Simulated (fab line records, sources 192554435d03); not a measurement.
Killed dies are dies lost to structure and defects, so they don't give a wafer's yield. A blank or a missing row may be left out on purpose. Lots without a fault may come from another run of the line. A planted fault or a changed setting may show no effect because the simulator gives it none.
Which tool did it? | flow n5_finfet | 11 lots, 33 wafers sampled, at 6 steps of a route of 1938

WHAT THE GAUGES READ, wafer by wafer
N5_BEOL_M1_OVL_MEAS_12. Usual: M1_OVL 0.1 nm, standard deviation 0.68.
lot  | measured     | on         | M1_OVL (nm)    | flag
L479 | day 6 03:58  | overlay-01 | 0.7 0.6 0.7    |
L481 | day 6 11:05  | overlay-02 | 0.1 0.0 -0.2   |
L482 | day 6 17:19  | overlay-02 | 0.4 -0.3 1.2   |
L485 | day 7 09:59  | overlay-01 | 1.0 -0.4 -0.6  |
L486 | day 7 15:47  | overlay-01 | 0.9 0.2 0.5    |
L487 | day 7 23:59  | overlay-01 | 0.4 -1.3 0.2   |
L490 | day 9 07:07  | overlay-01 | -0.6 -0.6 -0.7 |
L492 | day 10 06:48 | overlay-02 | 0.4 0.7 0.2    |
L499 | day 11 06:20 | overlay-02 | 0.6 1.4 0.1    |
L500 | day 11 13:07 | overlay-01 | -1.1 -1.0 -0.1 |
L501 | day 11 19:05 | overlay-01 | -0.8 0.5 0.6   |

N5_BEOL_M1_INSPECT_13: inspects for defects (brightfield). Usual: raw_defect_count 407, standard deviation 100.
lot  | measured     | on                | raw_defect_count | flag
L479 | day 6 04:01  | defect_inspect-02 | 323 510 365      |
L481 | day 6 11:09  | defect_inspect-02 | 571 623 564      |
L482 | day 6 17:23  | defect_inspect-01 | 283 359 382      |
L485 | day 7 10:02  | defect_inspect-01 | 514 398 453      |
L486 | day 7 15:50  | defect_inspect-01 | 576 343 546      |
L487 | day 8 00:02  | defect_inspect-01 | 411 296 231      |
L490 | day 9 07:11  | defect_inspect-02 | 412 330 360      |
L492 | day 10 06:51 | defect_inspect-02 | 530 455 558      |
L499 | day 11 06:23 | defect_inspect-01 | 363 341 325      |
L500 | day 11 13:11 | defect_inspect-02 | 381 359 345      |
L501 | day 11 19:07 | defect_inspect-02 | 354 332 380      |

N5_BEOL_M1_OVL_MEAS_29. Usual: V0_OVL 0.5 nm, standard deviation 0.71.
lot  | measured     | on         | V0_OVL (nm)    | flag
L479 | day 6 05:01  | overlay-02 | 0.8 0.0 0.8    |
L481 | day 6 12:11  | overlay-01 | 0.6 0.5 0.2    |
L482 | day 6 18:22  | overlay-01 | 0.2 1.1 0.1    |
L485 | day 7 11:04  | overlay-01 | 0.3 0.8 2.0    |
L486 | day 7 16:53  | overlay-02 | 0.1 0.1 -0.5   |
L487 | day 8 01:01  | overlay-01 | 1.7 1.7 0.4    |
L490 | day 9 08:13  | overlay-01 | 7.5 6.3 6.0    | OFF
L492 | day 10 07:53 | overlay-01 | 7.1 6.3 7.3    | OFF
L499 | day 11 07:33 | overlay-02 | -0.1 -1.1 -0.1 |
L500 | day 11 13:59 | overlay-01 | -0.3 -0.4 0.7  |
L501 | day 11 20:13 | overlay-01 | 0.3 -0.2 0.0   |

N5_BEOL_M4_RC_MEAS_101. Usual: DIBL_N 36.5 mV/V, standard deviation 1.4; DIBL_P 36.6 mV/V, standard deviation 1.9; IOFF_N 0.167 nA/um, standard deviation 0.029; IOFF_P 0.21 nA/um, standard deviation 0.033; ION_N 674 uA/um, standard deviation 12; ION_P 460 uA/um, standard deviation 8.9; SS_N 71.6 mV/dec, standard deviation 0.57; SS_P 73.4 mV/dec, standard deviation 0.61; VT_N 249 mV, standard deviation 3.3; VT_P -250 mV, standard deviation 3.3.
lot  | measured     | on        | DIBL_N (mV/V)  | DIBL_P (mV/V)  | IOFF_N (nA/um)    | IOFF_P (nA/um) | ION_N (uA/um) | ION_P (uA/um) | SS_N (mV/dec)  | SS_P (mV/dec)  | VT_N (mV)   | VT_P (mV)      | flag
L479 | day 8 10:10  | prober-01 | 33.5 36.6 33.2 | 31.3 35.8 31.9 | 0.126 0.180 0.119 | 0.18 0.25 0.18 | 677 694 671   | 470 480 460   | 70.3 71.8 70.9 | 72.9 73.1 72.5 | 250 245 252 | -249 -247 -250 |
L481 | day 8 10:22  | prober-02 | 36.0 34.5 38.5 | 36.0 33.9 39.2 | 0.160 0.134 0.214 | 0.20 0.18 0.26 | 664 657 674   | 454 450 459   | 71.5 71.3 72.6 | 73.9 73.7 74.7 | 250 252 244 | -252 -256 -247 |
L482 | day 8 13:14  | prober-02 | 36.0 34.5 36.4 | 37.2 34.3 36.9 | 0.162 0.130 0.145 | 0.23 0.19 0.22 | 693 667 659   | 478 460 457   | 71.3 71.4 72.1 | 72.9 72.8 73.6 | 252 253 252 | -252 -250 -250 |
L485 | day 9 12:04  | prober-01 | 37.1 35.5 35.7 | 38.5 35.8 36.4 | 0.212 0.180 0.170 | 0.25 0.21 0.21 | 682 694 678   | 468 470 462   | 72.3 72.4 72.6 | 73.9 72.8 73.1 | 246 246 248 | -248 -249 -249 |
L486 | day 9 18:33  | prober-01 | 36.1 34.1 37.8 | 36.2 34.4 38.3 | 0.176 0.137 0.221 | 0.26 0.23 0.30 | 697 680 711   | 483 475 487   | 71.6 70.8 72.2 | 73.3 73.2 74.0 | 245 249 242 | -244 -244 -242 |
L487 | day 9 18:21  | prober-02 | 36.2 35.3 37.7 | 35.3 35.3 38.0 | 0.164 0.157 0.191 | 0.18 0.18 0.23 | 669 678 679   | 453 457 467   | 72.0 71.5 72.2 | 72.7 73.0 74.1 | 249 248 245 | -253 -253 -249 |
L490 | day 10 17:23 | prober-01 | 37.6 36.9 36.2 | 37.8 38.0 36.3 | 0.174 0.172 0.153 | 0.24 0.26 0.22 | 669 694 684   | 461 477 468   | 71.9 71.3 71.9 | 73.7 73.5 73.2 | 250 248 249 | -250 -247 -247 |
L492 | day 11 21:37 | prober-02 | 36.3 36.7 35.4 | 35.4 35.9 33.3 | 0.172 0.179 0.136 | 0.21 0.22 0.17 | 667 674 656   | 456 460 450   | 71.7 71.3 71.5 | 74.1 74.2 72.9 | 248 249 255 | -250 -250 -254 |
L499 | day 13 01:34 | prober-02 | 36.3 35.6 35.4 | 36.5 36.2 35.1 | 0.160 0.138 0.140 | 0.20 0.20 0.19 | 671 660 673   | 456 451 459   | 72.0 71.5 70.9 | 74.1 73.5 74.4 | 248 254 252 | -253 -255 -253 |
L500 | day 13 07:11 | prober-02 | 34.0 36.4 36.2 | 34.6 37.1 37.3 | 0.139 0.179 0.174 | 0.20 0.24 0.25 | 679 669 674   | 465 466 467   | 71.0 72.0 71.8 | 72.8 73.6 73.0 | 250 247 248 | -249 -243 -245 |
L501 | day 13 16:08 | prober-01 | 36.3 38.2 37.6 | 35.9 37.1 37.4 | 0.147 0.161 0.169 | 0.21 0.23 0.24 | 659 665 668   | 459 457 464   | 71.3 71.4 72.0 | 72.9 73.6 73.7 | 253 250 246 | -249 -250 -249 |

WHICH TOOL RAN EACH LOT (tool, then ch and the chambers of the sampled wafers, then the start)
lot  | N5_BEOL_M1_EXPOSE_25              | N5_BEOL_M1_ALD_98
L479 | euv_scanner-02 ch 0, day 6 04:50  | ald_sin-01 ch 1,2, day 6 05:15
L481 | euv_scanner-01 ch 0, day 6 12:01  | ald_sin-04 ch 2,3, day 6 12:35
L482 | euv_scanner-02 ch 0, day 6 18:11  | ald_sin-04 ch 0,1,2, day 6 18:35
L485 | euv_scanner-01 ch 0, day 7 10:54  | ald_sin-04 ch 2,3, day 7 11:17
L486 | euv_scanner-02 ch 0, day 7 16:43  | ald_sin-01 ch 2,3, day 7 17:08
L487 | euv_scanner-02 ch 0, day 8 00:50  | ald_sin-04 ch 0,2,3, day 8 02:14
L490 | euv_scanner-01 ch 0, day 9 08:02  | ald_sin-01 ch 0,1,2, day 9 08:26
L492 | euv_scanner-01 ch 0, day 10 07:43 | ald_sin-01 ch 0,1,2, day 10 08:07
L499 | euv_scanner-02 ch 0, day 11 07:22 | ald_sin-02 ch 0,2, day 11 08:20
L500 | euv_scanner-02 ch 0, day 11 13:49 | ald_sin-01 ch 0,1,2, day 11 14:13
L501 | euv_scanner-02 ch 0, day 11 20:03 | ald_sin-02 ch 1,3, day 11 20:31
- N5_BEOL_M1_EXPOSE_25: exposes mask V0, defocus 5 nm, target cd 24 nm.
- N5_BEOL_M1_ALD_98: deposits SiO2, target thk 2.5 nm, pulse time 1 s, co reactant pulse time 1 s.

WHAT THE TOOLS THEMSELVES READ (means of the sampled wafers that have a number; where no wafer has one, the mark that the record gives instead)
N5_BEOL_M1_ALD_98. Usual: heater_power_w 78 W, standard deviation 9.6; precursor_pulse_height_rel 1.001, standard deviation 0.018.
lot  | tool       | heater_power_w (W) | precursor_pulse_height_rel | flag
L479 | ald_sin-01 | 85                 | 1.006                      |
L481 | ald_sin-04 | 68                 | 0.999                      |
L482 | ald_sin-04 | 80                 | 1.001                      |
L485 | ald_sin-04 | 77                 | 0.997                      |
L486 | ald_sin-01 | 90                 | 1.011                      |
L487 | ald_sin-04 | 77                 | 0.999                      |
L490 | ald_sin-01 | 79                 | 0.988                      |
L492 | ald_sin-01 | 81                 | 1.012                      |
L499 | ald_sin-02 | 81                 | 1.006                      |
L500 | ald_sin-01 | 80                 | 1.000                      |
L501 | ald_sin-02 | 69                 | 1.003                      |

THE ANSWER, worked out from the rows above alone
Rule: a lot is off if the mean of its wafers that have a number lies more than 3 standard deviations from the usual mean. A lot without any number at a reading at which 4 lots or more have one is off too. The other lots that the step has rows for count as sound. The gauges are gone through in route order, then the tools' own readings, and for those a lot's mean is taken as printed above. The first step at which some lot is off is used, and at that step the reading that is off furthest; a lot without a number counts as furthest.
Off: L490, L492, at N5_BEOL_M1_OVL_MEAS_29 (V0_OVL).
A tool fits if, at a process step before that reading, it ran every lot that is off, and no sound lot after the first of them. The gauges at N5_BEOL_M1_OVL_MEAS_29 are tried like those tools. One fits: euv_scanner-01 at N5_BEOL_M1_EXPOSE_25. Its last sound lot is L485 (day 7 10:54), its first lot that is off L490 (day 9 08:02): a fault that began between those two fits.

WHAT THE SIMULATOR HAD PUT IN
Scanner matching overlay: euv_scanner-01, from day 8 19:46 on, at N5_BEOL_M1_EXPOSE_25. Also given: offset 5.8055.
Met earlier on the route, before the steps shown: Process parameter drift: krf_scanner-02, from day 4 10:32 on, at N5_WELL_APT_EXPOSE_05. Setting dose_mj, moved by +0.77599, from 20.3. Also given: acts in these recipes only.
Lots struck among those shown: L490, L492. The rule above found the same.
